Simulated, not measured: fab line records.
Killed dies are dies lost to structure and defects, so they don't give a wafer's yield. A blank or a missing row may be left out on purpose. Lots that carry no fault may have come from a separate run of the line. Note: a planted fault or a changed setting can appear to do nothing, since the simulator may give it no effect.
Chamber matching / flow nand-harc / rie-diel-04 running NHARC_A_CONTACT_ETCH_106: 4 sister chambers
The step etches the open film in CF4/O2, target depth 90 nm, overetch 9 nm, time 49.5 s. 14 wafers are shown with their chamber, then 7 later ones without.

== WAFERS PAIRED WITH THEIR CHAMBERS ==
wafer=L075.1; chamber=0; showerhead-plenum-p-Torr (Torr)=1.29; rf-vpp-V (V)=194.7; throttle-valve-pct (%)=13.405
wafer=L075.2; chamber=1; showerhead-plenum-p-Torr (Torr)=1.42; rf-vpp-V (V)=199.8; throttle-valve-pct (%)=13.393
wafer=L075.4; chamber=3; showerhead-plenum-p-Torr (Torr)=1.43; rf-vpp-V (V)=199.7; throttle-valve-pct (%)=13.396
wafer=L081.3; chamber=1; showerhead-plenum-p-Torr (Torr)=1.42; rf-vpp-V (V)=199.9; throttle-valve-pct (%)=13.414
wafer=L081.4; chamber=0; showerhead-plenum-p-Torr (Torr)=1.28; rf-vpp-V (V)=197.3; throttle-valve-pct (%)=13.390
wafer=L081.5; chamber=0; showerhead-plenum-p-Torr (Torr)=1.28; rf-vpp-V (V)=195.7; throttle-valve-pct (%)=13.408
wafer=L080.3; chamber=2; showerhead-plenum-p-Torr (Torr)=1.31; rf-vpp-V (V)=197.5; throttle-valve-pct (%)=13.388
wafer=L080.5; chamber=0; showerhead-plenum-p-Torr (Torr)=1.28; rf-vpp-V (V)=195.4; throttle-valve-pct (%)=13.401
wafer=L080.6; chamber=3; showerhead-plenum-p-Torr (Torr)=1.43; rf-vpp-V (V)=197.7; throttle-valve-pct (%)=13.385
wafer=L084.3; chamber=3; showerhead-plenum-p-Torr (Torr)=1.43; rf-vpp-V (V)=199.3; throttle-valve-pct (%)=13.395
wafer=L084.4; chamber=1; showerhead-plenum-p-Torr (Torr)=1.41; rf-vpp-V (V)=198.9; throttle-valve-pct (%)=13.403
wafer=L084.6; chamber=0; showerhead-plenum-p-Torr (Torr)=1.28; rf-vpp-V (V)=196.2; throttle-valve-pct (%)=13.397
wafer=L086.1; chamber=1; showerhead-plenum-p-Torr (Torr)=1.41; rf-vpp-V (V)=199.5; throttle-valve-pct (%)=13.392
wafer=L086.2; chamber=0; showerhead-plenum-p-Torr (Torr)=1.28; rf-vpp-V (V)=197.2; throttle-valve-pct (%)=13.400

SIGNATURES (averages over the wafers above)
reading=showerhead-plenum-p-Torr; chamber 0=1.2817; chamber 1=1.4150; chamber 2=1.3100; chamber 3=1.4300; scatter within a chamber=0.00428
reading=rf-vpp-V; chamber 0=196.083; chamber 1=199.525; chamber 2=197.500; chamber 3=198.900; scatter within a chamber=0.901
reading=throttle-valve-pct; chamber 0=13.40017; chamber 1=13.40050; chamber 2=13.38800; chamber 3=13.39200; scatter within a chamber=0.00768
Rule: for a wafer and a chamber, the distance is found by dividing, reading by reading, the gap between the wafer's reading and the chamber's mean by the reading's scatter, squaring, summing and taking the root. The wafer belongs to the nearest chamber; if the next one is less than 2 further off, it can't be placed. The scatter is the square root of a quotient: the sum, over the shown wafers, of each reading's squared deviation from its chamber's mean, divided by wafers minus chambers.

== WAFERS WITHOUT THEIR CHAMBER ==
wafer=L086.4; showerhead-plenum-p-Torr (Torr)=1.43; rf-vpp-V (V)=199.4; throttle-valve-pct (%)=13.410
wafer=L089.1; showerhead-plenum-p-Torr (Torr)=1.41; rf-vpp-V (V)=198.5; throttle-valve-pct (%)=13.397
wafer=L089.2; showerhead-plenum-p-Torr (Torr)=1.30; rf-vpp-V (V)=197.4; throttle-valve-pct (%)=13.384
wafer=L089.6; showerhead-plenum-p-Torr (Torr)=1.30; rf-vpp-V (V)=196.6; throttle-valve-pct (%)=13.405
wafer=L090.2; showerhead-plenum-p-Torr (Torr)=1.41; rf-vpp-V (V)=199.1; throttle-valve-pct (%)=13.398
wafer=L090.4; showerhead-plenum-p-Torr (Torr)=1.42; rf-vpp-V (V)=200.3; throttle-valve-pct (%)=13.412
wafer=L090.6; showerhead-plenum-p-Torr (Torr)=1.42; rf-vpp-V (V)=201.7; throttle-valve-pct (%)=13.409

== CHAMBER TAKEN BY EACH ==
wafer=L086.4; from the rows above=can't be placed: 3 or 1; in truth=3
wafer=L089.1; from the rows above=1; in truth=1
wafer=L089.2; from the rows above=2; in truth=2
wafer=L089.6; from the rows above=can't be placed: 2 or 0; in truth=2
wafer=L090.2; from the rows above=1; in truth=1
wafer=L090.4; from the rows above=can't be placed: 1 or 3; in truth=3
wafer=L090.6; from the rows above=can't be placed: 1 or 3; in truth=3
3 of 7 placed correctly. From these rows, 4 cannot be placed; in 4 the true chamber is one of the candidates. Placed wrongly: 0.
